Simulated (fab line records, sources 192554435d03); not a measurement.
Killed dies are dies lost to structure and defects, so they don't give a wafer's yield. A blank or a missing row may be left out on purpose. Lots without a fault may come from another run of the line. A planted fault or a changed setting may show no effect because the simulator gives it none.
fab line records | flow n5_finfet
record lots=7 wafers=21
route steps=1938 shown BEOL_M3@994 BEOL_M5@1115 BEOL_M6@1239 BEOL_M7@1299 BEOL_M8@1359
start_h: hours from the record's first day to the start of the lot's first wafer shown | wait_h: hours since the lot's step before | " the same as in the row above | L1.1+2: a row that stands for several wafers | - no value, or no start given | * or withheld: withheld | < > ~ a bound
route shown NAME@n: a module of which the file shows steps, and the number in the route of the first | usual: mean/standard deviation of fault-free wafers | same: alike in all rows | chamber/n: place in a boat | sites: the reading at each site | _std_site: their standard deviation | _edge_site: outer sites' mean less inner sites' | radius_mm: how far each site lies from the wafer's centre | mask NAME#n: copy n | behind: the tool/chamber that last shaped the wafer | hold: why the lot was held/for how many hours/how that ended | device: the transistor (n, p or np) that didn't switch | end of line: the same wafers' tests at the end of the route | a step without rows: its recipe alone | killed: dies lost to structure and defects at the first sort, not the wafer's yield | map: a wafer's dies, x killed, . not, _ none there
set.NAME: the setting as run; set.NAME@STEP: as run at that earlier step | model.NAME: the simulator's own value behind a step, which no gauge read
lots whose settings were changed on purpose; a table a step, a row a wafer
## steps
# step N5_BEOL_M3_SPUTTER_48
# recipe material=Cu target_thk_a=45 temp_c=-20 chamber_pressure_pa=0.07 power_w=withheld time_s=8.29
# columns lot.wafer tool chamber start_h wait_h set.time_s model.Cu_of_BEOL_M3_SPUTTER_48.thk_nm
L074.2+4 pvd_sputter-02 - 165.63 0.1 8.29 4.6
L074.3 " - " " 8.29 4.4
L075.4 pvd_sputter-03 - 170.75 0.1 7.825 4.4
L075.5+6 " - " " 8.29 4.6
L078.1 pvd_sputter-01 - 174.30 0.3 8.29 4.2
L078.2 " - " " 8.29 4.4
L078.5 " - " " 7.218 3.8
L080.2 pvd_sputter-01 - 222.67 0.1 7.081 -
L080.5 " - " " 8.29 4.4
L080.6 " - " " 7.081 4
L086.2+3 pvd_sputter-01 - 235.72 0.2 8.29 4.6
L086.5 " - " " 8.29 4.4
L092.1 pvd_sputter-01 - 279.47 0.1 7.132 3.8
L092.5+6 " - " " 8.29 4.4
L093.1+2+6 pvd_sputter-03 - 312.54 0.1 8.29 4.6
# step N5_BEOL_M5_PECVD_70
# recipe material=SiO2 target_thk_a=160 temp_c=400 precursor=TEOS/O2 pressure_torr=5.5 rf_w=450 teos_flow_sccm=53.8 gas=O2 flow_sccm=3000 time_s=18
# columns lot.wafer tool chamber start_h wait_h set.temp_c model.SiO2_of_BEOL_M5_PECVD_70.thk_nm
L074.2+3 pecvd-01 1,0 178.00 0.0 400 15.6
L074.4 " 2 " " 410.1 14.8
L075.4 pecvd-03 0 189.29 0.1 400 15.8
L075.5 " 2 " " 400 16
L075.6 " 1 " " 411.7 14.8
L078.1 pecvd-01 1 198.49 0.0 394.5 16.2
L078.2 " 2 " " 394.5 16.4
L078.5 " 1 " " 400 16
L080.2 pecvd-01 2 238.70 0.0 400 15.6
L080.5+6 " 0,2 " " 406.9 15.2
L086.2+5 pecvd-04 0,2 264.21 0.0 400 16
L086.3 " 0 " " 400 16.2
L092.1 pecvd-04 0 315.11 0.0 400 16.2
L092.5 " 1 " " 384.7 17.8
L092.6 " 2 " " 400 16.4
L093.1 pecvd-04 2 334.72 0.0 384.2 17.4
L093.2 " 0 " " 400 15.6
L093.6 " 2 " " 400 16
# step N5_BEOL_M5_HM_DEP_02
# recipe material=TiN target_thk_a=200 temp_c=25 chamber_pressure_pa=0.49996
# columns lot.wafer tool chamber start_h wait_h set.target_thk_a model.TiN_of_BEOL_M5_HM_DEP_02.thk_nm
L074.2+3 pvd_sputter-01 - 178.88 0.9 200 19.6
L074.4 " - " " 200 19.8
L075.4 pvd_sputter-01 - 190.95 1.6 175.2 17.8
L075.5 " - " " 200 20.2
L075.6 " - " " 175.2 18
L078.1 pvd_sputter-01 - 200.84 2.3 200 19.8
L078.2 " - " " 183.8 18.6
L078.5 " - " " 200 20
L080.2 pvd_sputter-03 - 241.24 2.5 213 21.2
L080.5+6 " - " " 200 20
L086.2 pvd_sputter-02 - 264.30 0.1 200 20
L086.3+5 " - " " 200 20.2
L092.1+5 pvd_sputter-03 - 315.70 0.6 200 20
L092.6 " - " " 200 20.2
L093.1 pvd_sputter-03 - 335.59 0.9 200 19.8
L093.2 " - " " 212.4 21.4
L093.6 " - " " 212.4 21.2
# step N5_BEOL_M5_COAT_59
# recipe resist=SOC temp_c=250 time_s=60 spin_rpm=1500 resist_thk_nm=60
# step N5_BEOL_M5_COAT_60
# recipe resist=SiARC temp_c=220 time_s=60 spin_rpm=1500 resist_thk_nm=12
# step N5_BEOL_M5_STRIP_73
# recipe chemistry=N2/H2 temp_c=40 n2_flow_sccm=200 h2_flow_sccm=200 rf_frequency_hz=6e+07
# step N5_BEOL_M5_STRIP_64
# recipe chemistry=CF4 resist=SiARC power_w=300 bias_power_w=75 pressure_mtorr=50 cf4_flow_sccm=150 rf_frequency_hz=6e+07
# step N5_BEOL_M5_HM_OPEN_17
# recipe chemistry=Cl2/BCl3 target_depth_a=200 overetch_a=60 target=TiN mask_material=SOC ion_energy_ev=150 pressure_mtorr=10 icp_w=1000 bias_w=126 Cl2_flow_sccm=53.25 bcl3_flow_sccm=21.75 Ar_flow_sccm=25
# columns lot.wafer tool chamber start_h wait_h set.target_thk_a@BEOL_M5_HM_DEP_02 model.etch.depth_nm
L074.2 rie_metal-01 0 179.78 0.0 200 19.62
L074.3 " 0 " " 200 19.61
L074.4 " 1 " " 200 19.8
L075.4 rie_metal-01 0 192.60 0.1 175.2 17.84
L075.5 " 1 " " 200 20.25
L075.6 " 0 " " 175.2 17.97
L078.1 rie_metal-01 0 201.94 0.0 200 19.79
L078.2 " 1 " " 183.8 18.54
L078.5 " 0 " " 200 20.1
L080.2 rie_metal-02 0 242.24 0.0 213 21.17
L080.5 " 1 " " 200 19.96
L080.6 " 0 " " 200 19.93
L086.2 rie_metal-02 1 265.06 0.0 200 19.92
L086.3 " 1 " " 200 20.15
L086.5 " 1 " " 200 20.11
L092.1+5 rie_metal-02 1,0 316.46 0.0 200 19.9
L092.6 " 1 " " 200 20.16
L093.1 rie_metal-01 1 336.47 0.0 200 19.78
L093.2 " 0 " " 212.4 21.34
L093.6 " 0 " " 212.4 21.19
# step N5_BEOL_M5_TRENCH_ETCH_37
# recipe chemistry=C4F6/O2 target_depth_a=716.52 target=SiCOH_lowk time_s=24.7 ion_energy_ev=250 pressure_mtorr=30 source_w=345 bias_w=185 Ar_flow_sccm=300 C4F6_flow_sccm=10 O2_flow_sccm=10
# columns lot.wafer tool chamber start_h wait_h set.source_w set.target_thk_a@BEOL_M5_HM_DEP_02 model.TiN_of_BEOL_M5_HM_DEP_02.thk_nm
L074.2 rie_diel-06 1 - - 303.7 200 17.6
L074.3 " 3 " " 345 200 17.4
L074.4 " 2 " " 303.7 200 17.8
L075.4 rie_diel-06 2 - - 397.5 175.2 15.6
L075.5 " 2 " " 345 200 18.2
L075.6 " 3 " " 397.5 175.2 15.8
L078.1 rie_diel-05 2 - - 345 200 17.6
L078.2 " 3 " " 345 183.8 16.4
L078.5 " 1 " " 345 200 18
L080.2 rie_diel-05 2 - - 345 213 19
L080.5+6 " 0,3 " " 345 200 17.8
L086.2 rie_diel-06 3 - - 345 200 17.8
L086.3+5 " 1,2 " " 345 200 18
L092.1 rie_diel-06 3 - - 345 200 17.6
L092.5 " 2 " " 345 200 17.8
L092.6 " 1 " " 345 200 18
L093.1 rie_diel-05 0 - - 363.4 200 17.6
L093.2 " 3 " " 363.4 212.4 19.2
L093.6 " 2 " " 345 212.4 19
# step N5_BEOL_M5_ETCH_41
# recipe chemistry=CH3F/O2 target=SiCN target_depth_a=315 taper_deg=2 time_s=56.7 ion_energy_ev=120 mask_material=TiN pressure_mtorr=30 source_w=395 bias_w=75 Ar_flow_sccm=150 CH3F_flow_sccm=30 O2_flow_sccm=20
# usual rf_vpp_V=297.1/1.6
# columns lot.wafer tool chamber start_h wait_h set.source_w rf_vpp_V model.etch.depth_nm
L074.2 rie_diel-06 1 - - 357.2 305.0 20.18
L074.3 " 3 " " 395 299.2 21.87
L074.4 " 2 " " 395 295.8 21.29
L075.4 rie_diel-06 2 - - 395 296.1 21.66
L075.5 " 2 " " 395 296.0 21.62
L075.6 " 3 " " 395 299.1 21.95
L078.1 rie_diel-05 2 - - 395 297.6 21.39
L078.2 " 3 " " 395 296.7 21.33
L078.5 " 1 " " 395 294.5 20.69
L080.2 rie_diel-05 2 - - 460.8 281.4 22.65
L080.5 " 0 " " 395 298.0 21.57
L080.6 " 3 " " 395 298.2 21.48
L086.2 rie_diel-06 3 - - 395 296.8 22.05
L086.3 " 1 " " 395 295.2 21.36
L086.5 " 2 " " 395 295.3 21.7
L092.1 rie_diel-06 3 - - 395 299.0 22.01
L092.5 " 2 " " 395 301.6 22.21
L092.6 " 1 " " 325.9 314.6 19.64
L093.1 rie_diel-05 0 - - 436.2 287.4 22.4
L093.2 " 3 " " 436.2 286.1 22.01
L093.6 " 2 " " 395 295.3 21.48
# step N5_BEOL_M5_STRIP_91
# recipe chemistry=N2/H2 time_s=10 power_w=450 temp_c=40 pressure_mtorr=20 rf_frequency_hz=6e+07 bias_power_w=7 n2_flow_sccm=200 h2_flow_sccm=200
# step N5_BEOL_M5_HM_STRIP_39
# recipe chemistry=peroxide_tin_strip material=TiN target_depth_a=250 temp_c=50 time_s=158
# columns lot.wafer tool chamber start_h wait_h set.temp_c@BEOL_M5_PECVD_70 model.SiO2_of_BEOL_M5_PECVD_70.thk_nm
L074.2 wet_bench-04 6 182.07 0.0 400 15.4
L074.3 " 2 " " 400 15.6
L074.4 " 5 " " 410.1 14.6
L075.4 wet_bench-02 4 194.70 0.0 400 15.6
L075.5 " 6 " " 400 15.8
L075.6 " 1 " " 411.7 14.6
L078.1+2 wet_bench-02 2,7 205.50 0.0 394.5 16.2
L078.5 " 4 " " 400 16
L080.2 wet_bench-02 4 247.93 0.0 400 15.6
L080.5+6 " 2,1 " " 406.9 15
L086.2 wet_bench-02 0 267.73 0.0 400 15.8
L086.3+5 " 5,7 " " 400 16
L092.1 wet_bench-03 0 318.91 0.0 400 16
L092.5 " 4 " " 384.7 17.6
L092.6 " 1 " " 400 16.2
L093.1 wet_bench-02 6 338.73 0.0 384.2 17.2
L093.2 " 4 " " 400 15.4
L093.6 " 1 " " 400 15.8
# step N5_BEOL_M6_TRENCH_ETCH_37
# recipe chemistry=C4F6/O2 target_depth_a=944.35 target=SiCOH_lowk time_s=31.5 ion_energy_ev=250 pressure_mtorr=30 source_w=345 bias_w=185 Ar_flow_sccm=300 C4F6_flow_sccm=10 O2_flow_sccm=10
# usual rf_vpp_V=656/11
# columns lot.wafer tool chamber start_h wait_h set.bias_w rf_vpp_V
L074.2 rie_diel-04 0 - - 185 652
L074.3 " 3 " " 164.1 604
L074.4 " 1 " " 164.1 605
L075.4 rie_diel-04 3 - - 165.8 608
L075.5 " 0 " " 185 650
L075.6 " 2 " " 185 660
L078.1 rie_diel-03 0 - - 160.5 593
L078.2 " 1 " " 160.5 586
L078.5 " 2 " " 185 651
L080.2 rie_diel-04 0 - - 185 649
L080.5 " 2 " " 185 661
L080.6 " 3 " " 185 663
L086.2 rie_diel-01 2 - - 185 658
L086.3 " 0 " " 185 665
L086.5 " 3 " " 185 646
L092.1 rie_diel-03 0 - - 185 663
L092.5 " 3 " " 166.7 583
L092.6 " 0 " " 166.7 610
L093.1 rie_diel-04 3 - - 185 663
L093.2 " 1 " " 166.6 621
L093.6 " 0 " " 185 649
# step N5_BEOL_M7_DESCUM_33
# recipe chemistry=O2 time_s=7 source_power_w=50 bias_power_w=20 pressure_mtorr=20 rf_frequency_hz=2.712e+07 temp_c=40 resist=CAR-EUV o2_flow_sccm=225
# columns lot.wafer tool chamber start_h wait_h set.time_s model.CAR-EUV_of_BEOL_M7_COAT_22.thk_nm
L074.2 rie_diel-06 3 201.03 0.3 7 26.2
L074.3+4 " 1,0 " " 8.102 25.6
L075.4+5+6 rie_diel-06 2,0,1 218.35 0.0 7 26.2
L078.1+5 rie_diel-05 3 223.99 0.0 7 26
L078.2 " 1 " " 6.105 26.4
L080.2 rie_diel-02 2 267.98 0.5 7 25.8
L080.5 " 1 " " 7 26
L080.6 " 0 " " 6.141 26.4
L086.2 rie_diel-05 0 283.25 0.0 7 25.8
L086.3+5 " 3 " " 7 26
L092.1+5 rie_diel-06 1 338.14 0.0 8.195 25.6
L092.6 " 0 " " 7 26
L093.1 rie_diel-02 0 361.39 0.0 7 26
L093.2+6 " 1,0 " " 8.516 25.2
# step N5_BEOL_M7_ETCH_72
# recipe chemistry=N2/H2 target=underlayer target_depth_a=65 mask_material=CAR-EUV time_s=5.2 ion_energy_ev=200 pressure_mtorr=30 source_w=840 bias_w=150 n2_flow_sccm=200 h2_flow_sccm=200 ends=cleared
# columns lot.wafer tool chamber start_h wait_h set.time_s@BEOL_M7_DESCUM_33 model.CAR-EUV_of_BEOL_M7_COAT_22.thk_nm
L074.2 rie_diel-06 3 201.07 0.0 7 20.4
L074.3 " 1 " " 8.102 19.8
L074.4 " 0 " " 8.102 20
L075.4+5+6 rie_diel-06 2,0,1 218.37 0.0 7 20.4
L078.1+5 rie_diel-05 3 224.03 0.0 7 20.2
L078.2 " 1 " " 6.105 20.8
L080.2+5 rie_diel-02 2,1 268.01 0.0 7 20.2
L080.6 " 0 " " 6.141 20.8
L086.2+3+5 rie_diel-05 0,3,3 283.29 0.0 7 20.2
L092.1+5 rie_diel-06 1 338.18 0.0 8.195 19.8
L092.6 " 0 " " 7 20.4
L093.1 rie_diel-02 0 361.43 0.0 7 20.4
L093.2+6 " 1,0 " " 8.516 19.6
# step N5_BEOL_M7_TRENCH_ETCH_37
# recipe chemistry=C4F6/O2 target_depth_a=934.78 target=SiCOH_lowk time_s=31.2 ion_energy_ev=250 pressure_mtorr=30 source_w=345 bias_w=185 Ar_flow_sccm=300 C4F6_flow_sccm=10 O2_flow_sccm=10
# columns lot.wafer tool chamber start_h wait_h set.time_s model.etch.depth_nm model.BEOL_M7.feature_depth_nm
L074.2 rie_diel-06 3 - - 31.2 96.16 96.2
L074.3 " 1 " " 31.2 91.83 91.8
L074.4 " 0 " " 31.2 96 96
L075.4 rie_diel-06 2 - - 31.2 92.2 92.2
L075.5 " 0 " " 37.98 115.5 115.4
L075.6 " 1 " " 37.98 111.3 111.2
L078.1 rie_diel-05 3 - - 35.48 105.8 105.8
L078.2 " 1 " " 35.48 102.3 102.4
L078.5 " 3 " " 31.2 92.88 92.8
L080.2 rie_diel-02 2 - - 31.2 93.69 93.6
L080.5 " 1 " " 28.26 81 81
L080.6 " 0 " " 31.2 94.28 94.2
L086.2 rie_diel-05 0 - - 31.2 93.24 93.2
L086.3 " 3 " " 31.2 93.09 93
L086.5 " 3 " " 31.2 92.78 92.8
L092.1 rie_diel-06 1 - - 31.2 91.87 91.8
L092.5 " 1 " " 36.27 107.1 107
L092.6 " 0 " " 31.2 95.54 95.6
L093.1 rie_diel-02 0 - - 31.2 94.05 94
L093.2 " 1 " " 31.2 90.02 90
L093.6 " 0 " " 31.2 93.74 93.8
# step N5_BEOL_M7_ETCH_41
# recipe chemistry=CH3F/O2 target=SiCN target_depth_a=319 taper_deg=2 time_s=57.8 ion_energy_ev=120 mask_material=TiN pressure_mtorr=30 source_w=395 bias_w=75 Ar_flow_sccm=150 CH3F_flow_sccm=30 O2_flow_sccm=20
# step N5_BEOL_M7_STRIP_80
# recipe chemistry=N2/H2 time_s=10 power_w=450 temp_c=40 pressure_mtorr=20 rf_frequency_hz=6e+07 bias_power_w=7 n2_flow_sccm=200 h2_flow_sccm=200
# step N5_BEOL_M7_OCD_MEAS_38
# usual trench_depth_nm=93.1/2.2
# columns lot.wafer tool chamber start_h wait_h set.time_s@BEOL_M7_TRENCH_ETCH_37 trench_depth_nm
L074.2 ocd-02 - 201.46 - 31.2 95.8
L074.3 " - " " 31.2 92.2
L074.4 " - " " 31.2 96.0
L075.4 ocd-01 - 218.76 - 31.2 92.4
L075.5 " - " " 37.98 115.5
L075.6 " - " " 37.98 111.1
L078.1 ocd-02 - 224.42 - 35.48 105.8
L078.2 " - " " 35.48 102.7
L078.5 " - " " 31.2 93.0
L080.2 ocd-01 - 268.41 - 31.2 93.6
L080.5 " - " " 28.26 80.7
L080.6 " - " " 31.2 94.2
L086.2 ocd-01 - 283.68 - 31.2 93.5
L086.3 " - " " 31.2 93.7
L086.5 " - " " 31.2 92.3
L092.1 ocd-02 - 338.57 - 31.2 92.1
L092.5 " - " " 36.27 107.4
L092.6 " - " " 31.2 95.8
L093.1 ocd-01 - 361.82 - 31.2 94.3
L093.2 " - " " 31.2 89.8
L093.6 " - " " 31.2 93.9
# step N5_BEOL_M7_HM_STRIP_39
# recipe chemistry=peroxide_tin_strip material=TiN target_depth_a=250 temp_c=50 time_s=158
# step N5_BEOL_M7_SRD_40
# recipe time_s=30 temp_c=23 rinse_liquid=diw dry=ipa_marangoni
# step N5_BEOL_M7_ECD_50
# recipe material=Cu target_thk_a=3000
# step N5_BEOL_M7_ANNEAL_51
# recipe temp_c=225 time_s=90 ambient=N2
# step N5_BEOL_M7_CMP_52
# recipe stop_on=SiCOH_lowk t_overpolish_s=6.9 down_force_psi=1 platen_rpm=50 clearing_platen_down_force_psi=1.5 clearing_platen_rpm=50 post_cmp_clean=cu_alkaline target_thk_nm=80 clearing_platen_pad_velocity_m_s=0.99484 pad_velocity_m_s=0.99484
# columns lot.wafer tool chamber start_h wait_h set.time_s@BEOL_M7_TRENCH_ETCH_37 model.Cu_of_BEOL_M7_ECD_50.thk_nm
L074.2 cmp-02 1 205.46 0.2 31.2 79.8
L074.3 " 2 " " 31.2 76.6
L074.4 " 3 " " 31.2 80.4
L075.4 cmp-02 3 221.47 0.2 31.2 79.6
L075.6 " 2 " " 37.98 98.2
L075.5 " 3 " " 37.98 101.6
L078.2 cmp-02 1 227.34 0.3 35.48 88
L078.1 " 2 " " 35.48 92.8
L078.5 " 0 " " 31.2 80.2
L080.2 cmp-03 2 270.27 0.3 31.2 78.2
L080.6 " 0 " " 31.2 82.2
L080.5 " 1 " " 28.26 68
L086.2 cmp-02 1 287.30 0.2 31.2 80.6
L086.3 " 0 " " 31.2 81.4
L086.5 " 1 " " 31.2 78
L092.1 cmp-02 0 340.98 0.3 31.2 79.4
L092.5 " 0 " " 36.27 94
L092.6 " 1 " " 31.2 81.8
L093.2 cmp-03 2 363.77 0.2 31.2 76
L093.1 " 3 " " 31.2 80.6
L093.6 " 3 " " 31.2 80.4
# step N5_BEOL_M7_THK_MEAS_53
# recipe thk_meas_gauge=xrf reads=Cu_of_BEOL_M7_ECD_50
# usual M7_THK=81.0/2.4
# columns lot.wafer tool chamber start_h wait_h set.time_s@BEOL_M7_TRENCH_ETCH_37 M7_THK[nm]
L074.2 film_metro-02 - 205.71 - 31.2 81.4
L074.3 " - " " 31.2 78.0
L074.4 " - " " 31.2 81.7
L075.4 film_metro-02 - 221.73 - 31.2 80.5
L075.5 " - " " 37.98 102.7
L075.6 " - " " 37.98 99.4
L078.1 film_metro-02 - 227.60 - 35.48 94.1
L078.2 " - " " 35.48 89.9
L078.5 " - " " 31.2 81.8
L080.2 film_metro-02 - 270.49 - 31.2 80.2
L080.5 " - " " 28.26 69.4
L080.6 " - " " 31.2 83.9
L086.2 film_metro-02 - 287.59 - 31.2 83.2
L086.3 " - " " 31.2 83.5
L086.5 " - " " 31.2 80.7
L092.1 film_metro-01 - 341.28 - 31.2 80.4
L092.5 " - " " 36.27 94.9
L092.6 " - " " 31.2 82.5
L093.1 film_metro-02 - 364.06 - 31.2 82.5
L093.2 " - " " 31.2 77.9
L093.6 " - " " 31.2 82.4
# step N5_BEOL_M8_COAT_22
# recipe resist=CAR-EUV spin_rpm=1500 resist_thk_nm=30
# columns lot.wafer tool chamber start_h wait_h set.spin_rpm model.CAR-EUV_of_BEOL_M8_COAT_22.thk_nm
L074.2+3 litho_track-01 0 - - 1667 28.4
L074.4 " 0 " " 1500 30
L075.4+6 litho_track-05 0 - - 1349 31.8
L075.5 " 0 " " 1500 30
L078.1+5 litho_track-05 0 - - 1559 29.6
L078.2 " 0 " " 1559 29.4
L080.2+6 litho_track-04 0 - - 1500 30
L080.5 " 0 " " 1577 29.2
L086.2+3+5 litho_track-04 0 - - 1500 30
L092.1 litho_track-04 0 - - 1594 29.2
L092.5+6 " 0 " " 1500 30
L093.1 litho_track-04 0 - - 1367 31.6
L093.2 " 0 " " 1367 31.4
L093.6 " 0 " " 1500 30
# step N5_BEOL_M8_EBR_24
# recipe solvent=PGMEA ebr_width_mm=1.5
# step N5_BEOL_M8_SOFTBAKE_23
# recipe temp_c=110 time_s=60 resist=CAR-EUV
# step N5_BEOL_M8_EXPOSE_25
# recipe mask_id=V7 na=0.33 source_shape=annular sigma_inner=0.4 sigma_outer=0.8 polarization=unpolarized target_cd_nm=40 dose_mj=42.5
# step N5_BEOL_M8_PEB_26
# recipe peb_temp_c=100 peb_time_s=60 resist=CAR-EUV
# step N5_BEOL_M8_DEVELOP_27
# recipe develop_time_s=30 developer=TMAH resist=CAR-EUV rinse_liquid=surfactant_rinse dry=air_spin dev_temp_c=23
# columns lot.wafer tool chamber start_h wait_h set.spin_rpm@BEOL_M8_COAT_22 model.CAR-EUV_of_BEOL_M8_COAT_22.thk_nm
L074.2+3 litho_track-04 0 - - 1667 28
L074.4 " 0 " " 1500 29.6
L075.4+6 litho_track-04 0 - - 1349 31.2
L075.5 " 0 " " 1500 29.6
L078.1+2+5 litho_track-05 0 - - 1559 29
L080.2 litho_track-01 0 - - 1500 29.6
L080.5 " 0 " " 1577 28.8
L080.6 " 0 " " 1500 29.4
L086.2+3+5 litho_track-04 0 - - 1500 29.6
L092.1 litho_track-04 0 - - 1594 28.6
L092.5+6 " 0 " " 1500 29.6
L093.1+2 litho_track-04 0 - - 1367 31
L093.6 " 0 " " 1500 29.6
## key
split step=N5_BEOL_M3_SPUTTER_48 setting=time_s stated=8.29 by=wafer
response step=N5_BEOL_M3_SPUTTER_48 reading=model.Cu_of_BEOL_M3_SPUTTER_48.thk_nm change=+0.0368 per=1% r=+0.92
split step=N5_BEOL_M5_PECVD_70 setting=temp_c stated=400 by=wafer
response step=N5_BEOL_M5_PECVD_70 reading=model.SiO2_of_BEOL_M5_PECVD_70.thk_nm change=-0.368 per=1% r=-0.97
response step=N5_BEOL_M5_HM_STRIP_39 reading=model.SiO2_of_BEOL_M5_PECVD_70.thk_nm change=-0.377 per=1% r=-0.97
split step=N5_BEOL_M5_HM_DEP_02 setting=target_thk_a stated=200 by=wafer
response step=N5_BEOL_M5_HM_DEP_02 reading=model.TiN_of_BEOL_M5_HM_DEP_02.thk_nm change=+0.187 per=1% r=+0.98
response step=N5_BEOL_M5_HM_OPEN_17 reading=model.etch.depth_nm change=+0.192 per=1% r=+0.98
response step=N5_BEOL_M5_TRENCH_ETCH_37 reading=model.TiN_of_BEOL_M5_HM_DEP_02.thk_nm change=+0.198 per=1% r=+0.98
split step=N5_BEOL_M5_TRENCH_ETCH_37 setting=source_w stated=345 by=wafer
response none clear
split step=N5_BEOL_M5_ETCH_41 setting=source_w stated=395 by=wafer
response step=N5_BEOL_M5_ETCH_41 reading=rf_vpp_V change=-0.881 per=1% r=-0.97
response step=N5_BEOL_M5_ETCH_41 reading=model.etch.depth_nm change=+0.106 per=1% r=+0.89
split step=N5_BEOL_M6_TRENCH_ETCH_37 setting=bias_w stated=185 by=wafer
response step=N5_BEOL_M6_TRENCH_ETCH_37 reading=rf_vpp_V change=+4.67 per=1% r=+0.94
split step=N5_BEOL_M7_DESCUM_33 setting=time_s stated=7 by=wafer
response step=N5_BEOL_M7_DESCUM_33 reading=model.CAR-EUV_of_BEOL_M7_COAT_22.thk_nm change=-0.0339 per=1% r=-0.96
response step=N5_BEOL_M7_ETCH_72 reading=model.CAR-EUV_of_BEOL_M7_COAT_22.thk_nm change=-0.0382 per=1% r=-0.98
split step=N5_BEOL_M7_TRENCH_ETCH_37 setting=time_s stated=31.2 by=wafer
response step=N5_BEOL_M7_TRENCH_ETCH_37 reading=model.etch.depth_nm change=+0.941 per=1% r=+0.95
response step=N5_BEOL_M7_TRENCH_ETCH_37 reading=model.BEOL_M7.feature_depth_nm change=+0.939 per=1% r=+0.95
response step=N5_BEOL_M7_OCD_MEAS_38 reading=trench_depth_nm change=+0.938 per=1% r=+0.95
response step=N5_BEOL_M7_CMP_52 reading=model.Cu_of_BEOL_M7_ECD_50.thk_nm change=+0.902 per=1% r=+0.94
response step=N5_BEOL_M7_THK_MEAS_53 reading=M7_THK change=+0.914 per=1% r=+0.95
split step=N5_BEOL_M8_COAT_22 setting=spin_rpm stated=1500 by=wafer
response step=N5_BEOL_M8_COAT_22 reading=model.CAR-EUV_of_BEOL_M8_COAT_22.thk_nm change=-0.158 per=1% r=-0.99
response step=N5_BEOL_M8_DEVELOP_27 reading=model.CAR-EUV_of_BEOL_M8_COAT_22.thk_nm change=-0.152 per=1% r=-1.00
